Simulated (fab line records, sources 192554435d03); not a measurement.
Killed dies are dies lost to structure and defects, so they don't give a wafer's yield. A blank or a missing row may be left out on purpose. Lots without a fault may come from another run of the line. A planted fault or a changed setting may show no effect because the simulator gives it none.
fab line records | flow n5_finfet
record lots=11 wafers=33 last_day=22
route steps=1938 shown BEOL_M10@1473 BEOL_M11@1538 PASSIVATION@1936
lots that met no fault: from a run of the same line without faults
start_h: hours from the record's first day to the start of the lot's first wafer shown | wait_h: hours since the lot's step before | " the same as in the row above | L1.1+2: a row that stands for several wafers | - no value, or no start given | * or withheld: withheld | < > ~ a bound
route shown NAME@n: a module of which the file shows steps, and the number in the route of the first | usual: mean/standard deviation of fault-free wafers | same: alike in all rows | chamber/n: place in a boat | sites: the reading at each site | _std_site: their standard deviation | _edge_site: outer sites' mean less inner sites' | radius_mm: how far each site lies from the wafer's centre | mask NAME#n: copy n | behind: the tool/chamber that last shaped the wafer | hold: why the lot was held/for how many hours/how that ended | device: the transistor (n, p or np) that didn't switch | end of line: the same wafers' tests at the end of the route | a step without rows: its recipe alone | killed: dies lost to structure and defects at the first sort, not the wafer's yield | map: a wafer's dies, x killed, . not, _ none there
set.NAME: the setting as run; set.NAME@STEP: as run at that earlier step | model.NAME: the simulator's own value behind a step, which no gauge read
steps of the route over a sample of lots; a table a step, a row a wafer
services: from which hour (start_h, from the record's first day; less than 0 if before it) a tool's chamber was out of use, for how many hours, and why
## steps
# step N5_BEOL_M10_PECVD_70
# recipe material=SiO2 target_thk_a=200 temp_c=400 precursor=TEOS/O2 pressure_torr=5.5 rf_w=450 teos_flow_sccm=53.8 gas=O2 flow_sccm=3000 time_s=22.7
# usual heater_power_w=680/71 showerhead_plenum_p_Torr=8.77/0.059 throttle_valve_pct=22.4/1
# columns lot.wafer tool chamber start_h wait_h heater_power_w showerhead_plenum_p_Torr throttle_valve_pct
L693.1 pecvd-04 2 235.24 0.0 516 8.72 22.5
L693.3 " 0 " " 682 8.72 22.8
L693.5 " 1 " " 631 8.81 21.4
L696.1 pecvd-03 2 277.16 0.0 602 8.73 21.1
L696.4 " 2 " " 609 8.73 20.7
L696.6 " 0 " " 652 8.79 23.2
L702.2 pecvd-01 0 363.48 0.0 668 8.74 24.5
L702.3 " 2 " " 778 8.79 21.1
L702.4 " 2 " " 775 8.80 20.9
L703.4 pecvd-01 0 366.45 0.1 692 8.73 24.4
L703.5 " 1 " " 744 8.85 22.6
L703.6 " 2 " " 806 8.78 21.1
L704.1 pecvd-04 0 375.65 0.0 678 8.72 22.7
L704.2 " 1 " " 622 8.84 21.9
L704.6 " 0 " " 679 8.72 22.7
L714.4 pecvd-04 0 422.71 0.1 711 8.71 22.7
L714.5 " 2 " " 624 8.72 22.9
L714.6 " 1 " " 527 8.84 21.6
L710.1 pecvd-01 2 426.86 0.0 786 8.79 21.0
L710.2 " 0 " " 713 8.75 24.1
L710.3 " 1 " " 640 8.85 22.3
L711.1 pecvd-03 0 437.11 0.0 765 8.78 23.1
L711.2 " 2 " " 650 8.73 21.2
L711.5 " 2 " " 643 8.76 21.1
L713.1 pecvd-01 2 443.02 0.0 764 8.81 21.4
L713.5 " 1 " " 707 8.86 22.2
L713.6 " 2 " " 738 8.78 21.3
L712.1 pecvd-01 2 450.67 0.0 801 8.80 21.2
L712.4 " 2 " " 766 8.80 21.4
L712.5 " 1 " " 662 8.86 22.3
L701.1 pecvd-03 0 454.61 0.0 711 8.77 23.5
L701.3 " 2 " " 585 8.75 21.2
L701.6 " 0 " " 713 8.76 23.3
# step N5_BEOL_M10_PRE_CLEAN_45
# recipe gas=H2/He time_s=30 temp_c=250
# usual heater_power_w=325/30
# columns lot.wafer tool chamber start_h wait_h heater_power_w
L693.1 pvd_sputter-02 - 243.69 0.0 345
L693.3 " - " " 370
L693.5 " - " " 296
L696.1 pvd_sputter-01 - 281.43 0.0 324
L696.4 " - " " 289
L696.6 " - " " 292
L702.2 pvd_sputter-03 - 368.15 0.0 284
L702.3 " - " " 316
L702.4 " - " " 364
L703.4 pvd_sputter-01 - 373.25 0.0 336
L703.5 " - " " 328
L703.6 " - " " 283
L704.1 pvd_sputter-03 - 381.76 0.0 282
L704.2 " - " " 367
L704.6 " - " " 372
L714.4 pvd_sputter-02 - 428.30 0.0 307
L714.5 " - " " 312
L714.6 " - " " 370
L710.1 pvd_sputter-01 - 433.16 0.0 286
L710.2 " - " " 333
L710.3 " - " " 291
L711.1 pvd_sputter-03 - 441.70 0.0 286
L711.2 " - " " 363
L711.5 " - " " 373
L713.1 pvd_sputter-03 - 451.70 0.0 321
L713.5 " - " " 321
L713.6 " - " " 285
L712.1 pvd_sputter-03 - 462.60 0.0 317
L712.4 " - " " 367
L712.5 " - " " 365
L701.1 pvd_sputter-03 - 462.84 0.0 363
L701.3 " - " " 315
L701.6 " - " " 363
# step N5_BEOL_M10_SPUTTER_48
# recipe material=Cu target_thk_a=120 temp_c=-20 bias_v=60 power_w=26000 chamber_pressure_pa=0.13 time_s=2
# usual throttle_valve_pct=29.5/0.98
# columns lot.wafer tool chamber start_h wait_h throttle_valve_pct
L693.1 pvd_sputter-02 - 244.27 0.1 30.5
L693.3 " - " " 31.1
L693.5 " - " " 29.0
L696.1 pvd_sputter-02 - 282.24 0.1 28.5
L696.4 " - " " 28.8
L696.6 " - " " 28.7
L702.2 pvd_sputter-02 - 368.75 0.1 28.7
L702.3 " - " " 28.7
L702.4 " - " " 31.1
L703.4 pvd_sputter-01 - 375.70 1.7 28.6
L703.5 " - " " 30.2
L703.6 " - " " 29.4
L704.1 pvd_sputter-03 - 382.28 0.1 29.1
L704.2 " - " " 29.7
L704.6 " - " " 29.3
L714.4 pvd_sputter-02 - 428.96 0.1 28.6
L714.5 " - " " 30.0
L714.6 " - " " 31.0
L710.1 pvd_sputter-01 - 433.82 0.1 28.6
L710.2 " - " " 30.0
L710.3 " - " " 31.6
L711.1 pvd_sputter-02 - 442.23 0.1 30.2
L711.2 " - " " 31.1
L711.5 " - " " 30.1
L713.1 pvd_sputter-03 - 452.36 0.1 29.3
L713.5 " - " " 28.9
L713.6 " - " " 28.0
L712.1 pvd_sputter-03 - 463.46 0.1 29.0
L712.4 " - " " 29.4
L712.5 " - " " 29.5
L701.1 pvd_sputter-03 - 463.62 0.1 28.2
L701.3 " - " " 29.2
L701.6 " - " " 28.8
# step N5_BEOL_M10_CMP_52
# recipe stop_on=SiCOH_lowk t_overpolish_s=7 down_force_psi=1 platen_rpm=50 clearing_platen_down_force_psi=1.5 clearing_platen_rpm=50 post_cmp_clean=cu_alkaline target_thk_nm=140 clearing_platen_pad_velocity_m_s=0.99484 pad_velocity_m_s=0.99484
# usual barrier_field_endpoint_s=29.0/0.63 motor_current_A=6.2/0.54
# columns lot.wafer tool chamber start_h wait_h barrier_field_endpoint_s motor_current_A
L693.1 cmp-04 3 244.80 0.3 28.4 6.4
L693.3 " 1 " " 30.3 6.9
L693.5 " 0 " " 29.4 5.6
L696.4 cmp-04 0 282.77 0.1 29.2 6.1
L696.1 " 3 " " 28.9 6.9
L696.6 " 0 " " 28.0 5.6
L702.3 cmp-04 2 369.45 0.2 28.4 5.9
L702.2 " 3 " " 38.3 7.1
L702.4 " 0 " " 29.9 6.1
L703.4 cmp-03 1 376.44 0.2 29.0 5.9
L703.6 " 0 " " 28.5 5.9
L703.5 " 1 " " 38.1 6.2
L704.1 cmp-03 3 382.84 0.3 29.2 6.2
L704.2 " 1 " " 28.7 6.5
L704.6 " 2 " " 29.9 5.6
L714.4 cmp-04 0 429.65 0.1 28.7 5.9
L714.6 " 0 " " 29.2 5.4
L714.5 " 1 " " 29.6 7.0
L710.2 cmp-03 3 434.35 0.2 29.6 6.6
L710.1 " 1 " " 28.3 6.5
L710.3 " 2 " " 29.3 5.5
L711.2 cmp-03 0 443.12 0.3 30.4 5.9
L711.1 " 2 " " 29.0 5.5
L711.5 " 1 " " 30.5 6.1
L713.1 cmp-04 3 452.94 0.3 28.8 6.2
L713.6 " 2 " " 28.3 6.0
L713.5 " 3 " " 29.7 6.4
L712.4 cmp-04 3 464.00 0.1 29.1 6.3
L712.1 " 0 " " 28.8 5.8
L712.5 " 0 " " 29.1 5.5
L701.3 cmp-03 2 464.26 0.2 28.2 5.7
L701.1 " 3 " " 28.3 6.5
L701.6 " 2 " " 29.3 5.6
# step N5_BEOL_M11_THK_MEAS_01
# recipe reads=SiCOH_lowk_of_BEOL_M11_ILD_DEP_00
# usual M11_ILD_THK=267.8/2.9
# columns lot.wafer tool chamber start_h wait_h M11_ILD_THK[nm]
L693.1 film_metro-01 - 245.88 0.4 266.7
L693.3 " - " " 266.8
L693.5 " - " " 273.4
L696.1 film_metro-02 - 284.36 0.8 266.7
L696.4 " - " " 273.6
L696.6 " - " " 269.3
L702.2 film_metro-01 - 370.53 0.4 262.8
L702.3 " - " " 264.2
L702.4 " - " " 265.9
L703.4 film_metro-02 - 377.48 0.2 267.5
L703.5 " - " " 271.2
L703.6 " - " " 269.1
L704.1 film_metro-02 - 383.89 0.4 263.7
L704.2 " - " " 264.0
L704.6 " - " " 271.5
L714.4 film_metro-01 - 430.73 0.2 267.9
L714.5 " - " " 269.4
L714.6 " - " " 266.6
L710.1 film_metro-01 - 435.43 0.4 267.6
L710.2 " - " " 267.0
L710.3 " - " " 265.3
L711.1 film_metro-02 - 444.88 0.4 264.0
L711.2 " - " " 264.5
L711.5 " - " " 267.1
L713.1 film_metro-02 - 453.99 0.4 267.2
L713.5 " - " " 268.2
L713.6 " - " " 272.3
L701.1 film_metro-02 - 465.34 0.4 267.5
L701.3 " - " " 265.3
L701.6 " - " " 274.6
L712.1 film_metro-01 - 465.57 0.8 264.8
L712.4 " - " " 265.5
L712.5 " - " " 268.1
# step N5_PASSIVATION_PROBE_49
# usual defect_limited_yield=91.4/1.2 killed_at_M0_to_M3=34/10 killed_at_M4_up=14/5.1 killed_at_contacts=12/6.4 killed_at_front_end=38/9.3 killed_at_other=4/3 killed_dies=102/15 killed_open=67/12 killed_short=33/6.9 sort_bin_5_function=5.0/0.86 sort_bin_6_memory=3.2/0.58 sort_n_pass=1078/15 sort_yield_pct=91.4/1.2
# same gross_dies=1180 killed_at_back_side=0 sort_bin_4_leakage[%]=0 sort_bin_8_speed[%]=0
# columns lot.wafer tool chamber start_h wait_h defect_limited_yield[%] killed_at_M0_to_M3 killed_at_M4_up killed_at_contacts killed_at_front_end killed_at_other killed_dies killed_open killed_short sort_bin_5_function[%] sort_bin_6_memory[%] sort_n_pass sort_yield_pct[%]
L704.6 prober-01 - 435.28 0.3 90.4 34 19 10 46 4 113 71 40 5.7 3.4 1067 90.4
L713.1 prober-01 - 508.95 0.0 91.9 21 8 7 56 3 95 73 20 4.7 3.2 1085 91.9
L713.5 prober-01 - 509.15 0.2 91.9 18 11 3 50 14 96 59 34 4.5 3.5 1084 91.9
L713.6 prober-01 - 509.20 0.3 91.1 14 10 22 53 6 105 64 35 5.8 3.0 1075 91.1
# killed by level:class
L704.6 FIN_SAQP:geometric_particle:short=13 BEOL_M4:geometric_particle:open=11 BEOL_M0_SAQP:geometric_particle:open=9 MOL_CONTACT_COAG:geometric_particle:open=9 FIN_SAQP:geometric_particle:open=8 BEOL_M0_SAQP:geometric_particle:short=6 BEOL_M1:geometric_particle:open=6 STARTING-WAFER:geometric_particle:short=5
L713.1 STI_FIN_REVEAL:geometric_particle:open=24 BEOL_M1:geometric_particle:open=10 MOL_CONTACT_COAG:geometric_particle:open=7 FIN_SAQP:geometric_particle:open=5 GATE_CUT:geometric_particle:short=5 STARTING-WAFER:geometric_particle:open=5 FIN_SAQP:geometric_particle:short=4 DUMMY_GATE:geometric_particle:open=3
L713.5 FIN_SAQP:geometric_particle:open=11 FIN_SAQP:geometric_particle:short=11 STI_FIN_REVEAL:geometric_particle:open=9 BEOL_M2:geometric_particle:open=8 DUMMY_GATE:geometric_particle:open=4 BEOL_M3:geometric_particle:open=4 PAD_METAL:geometric_particle:short=4 SPACER0:geometric_particle:open=3
L713.6 STI_FIN_REVEAL:geometric_particle:open=16 MOL_CONTACT_COAG:geometric_particle:open=13 MOL_CONTACT_COAG:geometric_particle:short=6 SPACER0:geometric_particle:short=5 GATE_CUT:geometric_particle:short=5 BEOL_M2:geometric_particle:open=4 STARTING-WAFER:geometric_particle:short=4 STARTING-WAFER:geometric_particle:open=4
## services
# columns tool chamber start_h hours kind
cmp-04 - 233.46 4.0 pm
cmp-03 - 235.38 10.9 pm
cmp-03 - 255.03 0.4 repair
cmp-04 - 264.82 0.8 repair
cmp-03 - 270.86 1.0 repair
pvd_sputter-03 - 273.75 1.9 repair
cmp-04 - 288.21 0.8 repair
cmp-03 - 303.08 2.8 repair
cmp-04 - 303.73 2.6 repair
cmp-03 - 313.46 4.0 pm
pecvd-01 0 331.19 20.5 repair
cmp-03 - 336.82 3.6 repair
pecvd-04 - 343.78 0.7 repair
cmp-03 - 357.64 2.2 pm
pecvd-01 - 367.97 1.2 repair
pvd_sputter-03 - 368.86 6.0 repair
pecvd-01 - 402.06 1.0 repair
cmp-04 - 410.30 0.6 repair
pecvd-04 1 411.59 7.1 repair
cmp-03 - 416.98 0.5 repair
pecvd-01 - 432.73 5.5 pm
cmp-04 - 435.98 3.0 pm
pvd_sputter-01 - 437.04 27.5 repair
cmp-04 - 453.98 4.5 repair
## key
first_sign step=N5_BEOL_M10_CMP_52 reading=barrier_field_endpoint_s direction=up sigmas=15 usual=29.0 struck=38.2
effect none on later readings
met_at N5_BEOL_M10_PECVD_70
struck_lots L702,L703
struck_wafers L702.2,L703.5
not_acting_at N5_BEOL_M10_PRE_CLEAN_45,N5_BEOL_M10_SPUTTER_48,N5_BEOL_M11_THK_MEAS_01
fault kind=process_parameter_drift tool=pecvd-01 chamber=- onset_h=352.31 steps=N5_BEOL_M10_PECVD_70 channel=time_s offset=* shape=step end_h=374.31 scope=struck_wafers_only acts_in=* stated=*
